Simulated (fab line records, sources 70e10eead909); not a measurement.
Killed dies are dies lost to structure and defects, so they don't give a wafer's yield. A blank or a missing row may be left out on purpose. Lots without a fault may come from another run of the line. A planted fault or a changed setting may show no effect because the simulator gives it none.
Which tool did it? | flow nand_harc | 12 lots, 36 wafers sampled, at 5 steps of a route of 1302

WHAT THE GAUGES READ, wafer by wafer
NHARC_END_SORT_01. Usual: defect_limited_yield 90.7 %, standard deviation 2.6; killed_at_array 59, standard deviation 17; killed_at_other 0.7, standard deviation 0.9; killed_at_periphery 3.6, standard deviation 2.3; killed_dies 63, standard deviation 18; killed_open 3.4, standard deviation 1.9; killed_short 2.6, standard deviation 1.7.
lot  | measured     | on        | defect_limited_yield (%) | killed_at_array | killed_at_other | killed_at_periphery | killed_dies | killed_open | killed_short | flag
L967 | day 25 10:44 | prober-01 | 92.0 91.1 92.2           | 52 57 52        | 0 1 1           | 2 2 0               | 54 60 53    | 3 1 3       | 1 3 1        |
L973 | day 28 04:59 | prober-02 | 93.5 94.2 94.5           | 40 33 33        | 1 3 1           | 3 3 3               | 44 39 37    | 2 5 3       | 1 3 2        |
L980 | day 32 00:22 | prober-01 | 91.6 0 92.0              | 50 671 46       | 0 0 0           | 7 6 8               | 57 677 54   | 3 4 4       | 2 4 4        | OFF
L983 | day 32 01:13 | prober-02 | 90.8 91.1 0              | 55 51 673       | 0 2 0           | 7 7 4               | 62 60 677   | 1 7 0       | 1 2 1        | OFF

WHICH TOOL RAN EACH LOT (tool, then ch and the chambers of the sampled wafers, then the start)
lot  | NHARC_A_M1_CMP_23             | NHARC_A_BONDPAD_ETCH_12            | NHARC_A_BONDPAD_DEGAS_25     | NHARC_A_BONDPAD_CMP_19
L964 | cmp-01 ch 2,3, day 23 09:10   | rie_diel-07 ch 0,3, day 23 11:56   | pvd_sputter-03, day 23 12:41 | cmp-01 ch 1,2,3, day 23 13:46
L966 | cmp-03 ch 1,2,3, day 23 23:49 | rie_diel-07 ch 0,2,3, day 24 02:32 | pvd_sputter-01, day 24 03:18 | cmp-04 ch 0,1,2, day 24 04:25
L967 | cmp-01 ch 1,2, day 24 02:54   | rie_diel-12 ch 0,1, day 24 05:42   | pvd_sputter-01, day 24 06:28 | cmp-01 ch 0,1,3, day 24 07:37
L968 | cmp-01 ch 0,1,3, day 24 04:20 | rie_diel-06 ch 1,3, day 24 07:08   | pvd_sputter-01, day 24 07:55 | cmp-01 ch 0,2,3, day 24 09:01
L969 | cmp-01 ch 1,2,3, day 24 11:17 | rie_diel-12 ch 1,3, day 24 13:53   | pvd_sputter-02, day 24 14:38 | cmp-04 ch 0,2,3, day 24 15:43
L971 | cmp-01 ch 1,2,3, day 25 17:59 | rie_diel-07 ch 0,1,2, day 25 20:46 | pvd_sputter-03, day 25 21:32 | cmp-01 ch 1,3, day 25 22:43
L973 | cmp-03 ch 0,1,2, day 26 17:08 | rie_diel-07 ch 0,1,2, day 26 19:55 | pvd_sputter-02, day 26 20:41 | cmp-04 ch 1,2,3, day 26 21:50
L976 | cmp-03 ch 0,1, day 28 01:42   | rie_diel-06 ch 0,2,3, day 28 04:37 | pvd_sputter-03, day 28 05:23 | cmp-04 ch 0,2,3, day 28 06:35
L974 | cmp-02 ch 0,1,2, day 28 03:46 | rie_diel-12 ch 0,1,3, day 28 06:29 | pvd_sputter-03, day 28 07:14 | cmp-03 ch 1,2, day 28 08:18
L980 | cmp-02 ch 0,1,3, day 30 13:17 | rie_diel-06 ch 0,2,3, day 30 16:25 | pvd_sputter-01, day 30 17:12 | cmp-01 ch 0,1,3, day 30 18:18
L983 | cmp-01 ch 1,2,3, day 30 17:26 | rie_diel-06 ch 0,2,3, day 30 20:24 | pvd_sputter-02, day 30 21:11 | cmp-04 ch 1,2,3, day 30 22:16
L987 | cmp-03 ch 0,3, day 32 17:35   | rie_diel-07 ch 2,3, day 32 20:15   | pvd_sputter-01, day 32 21:01 | cmp-03 ch 0,1,2, day 32 22:08
- NHARC_A_M1_CMP_23: polishes, t overpolish 20 s, target thk 154.34 nm.
- NHARC_A_BONDPAD_ETCH_12: etches the open film in CHF3/O2, target depth 220 nm, time 110 s.
- NHARC_A_BONDPAD_DEGAS_25: time 60 s.
- NHARC_A_BONDPAD_CMP_19: polishes, t overpolish 30 s, cu recess touch 16 s, target thk 169.82 nm.

WHAT THE TOOLS THEMSELVES READ (means of the sampled wafers that have a number; where no wafer has one, the mark that the record gives instead)
NHARC_A_M1_CMP_23. Usual: motor_current_A 11.4 A, standard deviation 0.96; time_to_endpoint_s 28.1 s, standard deviation 2.3.
lot  | tool   | motor_current_A (A) | time_to_endpoint_s (s) | flag
L964 | cmp-01 | 11.1                | 29.6                   |
L966 | cmp-03 | 11.4                | 25.0                   |
L967 | cmp-01 | 11.5                | 27.2                   |
L968 | cmp-01 | 10.3                | 27.2                   |
L969 | cmp-01 | 10.8                | 26.2                   |
L971 | cmp-01 | 10.7                | 28.4                   |
L973 | cmp-03 | 11.9                | 28.4                   |
L976 | cmp-03 | 12.5                | 26.7                   |
L974 | cmp-02 | 12.3                | 26.5                   |
L980 | cmp-02 | 13.0                | 29.4                   |
L983 | cmp-01 | 10.9                | 27.3                   |
L987 | cmp-03 | 12.3                | 28.7                   |

NHARC_A_BONDPAD_ETCH_12. Usual: chamber_pressure_mTorr 24.999 mTorr, standard deviation 0.021; drypump_motor_current_A 5.8 A, standard deviation 0.4; oes_product_au 0.944 a.u., standard deviation 0.02; rf_fwd_power_W 496.9 W, standard deviation 1.6; rf_vpp_V 370.1 V, standard deviation 1.8; showerhead_plenum_p_Torr 2.38 Torr, standard deviation 0.077; throttle_valve_pct 20.572 %, standard deviation 0.0088.
lot  | tool        | chamber_pressure_mTorr (mTorr) | drypump_motor_current_A (A) | oes_product_au (a.u.) | rf_fwd_power_W (W) | rf_vpp_V (V) | showerhead_plenum_p_Torr (Torr) | throttle_valve_pct (%) | flag
L964 | rie_diel-07 | 25.017                         | 6.3                         | 0.950                 | 496.2              | 369.5        | 2.35                            | 20.567                 |
L966 | rie_diel-07 | 24.982                         | 6.0                         | 0.928                 | 496.2              | 370.3        | 2.41                            | 20.577                 |
L967 | rie_diel-12 | 25.005                         | 5.7                         | 0.928                 | 495.4              | 370.4        | 2.39                            | 20.573                 |
L968 | rie_diel-06 | 24.997                         | 5.9                         | 0.956                 | 496.3              | 370.4        | 2.34                            | 20.570                 |
L969 | rie_diel-12 | 25.012                         | 6.0                         | 0.926                 | 495.3              | 370.3        | 2.37                            | 20.568                 |
L971 | rie_diel-07 | 24.982                         | 5.8                         | 0.956                 | 495.7              | 370.9        | 2.45                            | 20.569                 |
L973 | rie_diel-07 | 25.000                         | 5.8                         | 0.971                 | 496.9              | 371.0        | 2.45                            | 20.571                 |
L976 | rie_diel-06 | 25.001                         | 5.6                         | 0.921                 | 497.4              | 369.1        | 2.33                            | 20.566                 |
L974 | rie_diel-12 | 25.012                         | 5.9                         | 0.968                 | 496.9              | 370.5        | 2.37                            | 20.572                 |
L980 | rie_diel-06 | 25.005                         | 5.6                         | 0.848                 | 431.0              | 368.4        | 2.33                            | 20.574                 | OFF
L983 | rie_diel-06 | 24.995                         | 5.5                         | 0.881                 | 429.6              | 368.9        | 2.33                            | 20.572                 | OFF
L987 | rie_diel-07 | 24.998                         | 6.0                         | 0.960                 | 497.1              | 370.2        | 2.38                            | 20.576                 |

NHARC_A_BONDPAD_DEGAS_25. Usual: heater_power_w 479 W, standard deviation 50.
lot  | tool           | heater_power_w (W) | flag
L964 | pvd_sputter-03 | 520                |
L966 | pvd_sputter-01 | 510                |
L967 | pvd_sputter-01 | 498                |
L968 | pvd_sputter-01 | 469                |
L969 | pvd_sputter-02 | 464                |
L971 | pvd_sputter-03 | 503                |
L973 | pvd_sputter-02 | 469                |
L976 | pvd_sputter-03 | 469                |
L974 | pvd_sputter-03 | 490                |
L980 | pvd_sputter-01 | 477                |
L983 | pvd_sputter-02 | 434                |
L987 | pvd_sputter-01 | 478                |

NHARC_A_BONDPAD_CMP_19. Usual: motor_current_A 11.9 A, standard deviation 1.2; overpolish_run_s 29.999 s, standard deviation 0.0099.
lot  | tool   | motor_current_A (A) | overpolish_run_s (s) | flag
L964 | cmp-01 | 11.0                | 30.000               |
L966 | cmp-04 | 13.3                | 29.997               |
L967 | cmp-01 | 10.2                | 29.994               |
L968 | cmp-01 | 10.6                | 29.996               |
L969 | cmp-04 | 12.8                | 30.000               |
L971 | cmp-01 | 10.5                | 30.000               |
L973 | cmp-04 | 13.3                | 30.005               |
L976 | cmp-04 | 12.9                | 30.000               |
L974 | cmp-03 | 11.4                | 30.005               |
L980 | cmp-01 | 10.5                | 29.990               |
L983 | cmp-04 | 12.5                | 30.001               |
L987 | cmp-03 | 11.8                | 30.000               |

THE ANSWER, worked out from the rows above alone
Rule: a lot is off if the mean of its wafers that have a number lies more than 3 standard deviations from the usual mean. A lot without any number at a reading at which 4 lots or more have one is off too. The other lots that the step has rows for count as sound. The gauges are gone through in route order, then the tools' own readings, and for those a lot's mean is taken as printed above. The first step at which some lot is off is used, and at that step the reading that is off furthest; a lot without a number counts as furthest.
Off: L980, L983, at NHARC_END_SORT_01 (killed_at_array). Neither off nor sound, because the step has no rows for them: L964, L966, L968, L969, L971, L976, L974, L987.
A tool fits if, at a process step before that reading, it ran every lot that is off, and no sound lot after the first of them. The gauges at NHARC_END_SORT_01 aren't tried: what is off there is off at NHARC_A_BONDPAD_ETCH_12 too, on other tools, and a gauge's error can't cause that. One fits: rie_diel-06 at NHARC_A_BONDPAD_ETCH_12. It ran no sound lot before its first lot that is off in this sample, so the start can't be narrowed down.
The tool's own readings at NHARC_A_BONDPAD_ETCH_12 bear it out: on the lots that are off they differ by more than 5 times the standard deviation of the sound lots' means. rf_fwd_power_W reads 430.3 W there against 496.1 W on the sound lots; rf_vpp_V reads 368.6 V there against 370.7 V on the sound lots.

WHAT THE SIMULATOR HAD PUT IN
Process parameter drift: rie_diel-06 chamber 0, from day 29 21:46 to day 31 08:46, at NHARC_A_BONDPAD_ETCH_12. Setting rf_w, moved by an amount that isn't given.
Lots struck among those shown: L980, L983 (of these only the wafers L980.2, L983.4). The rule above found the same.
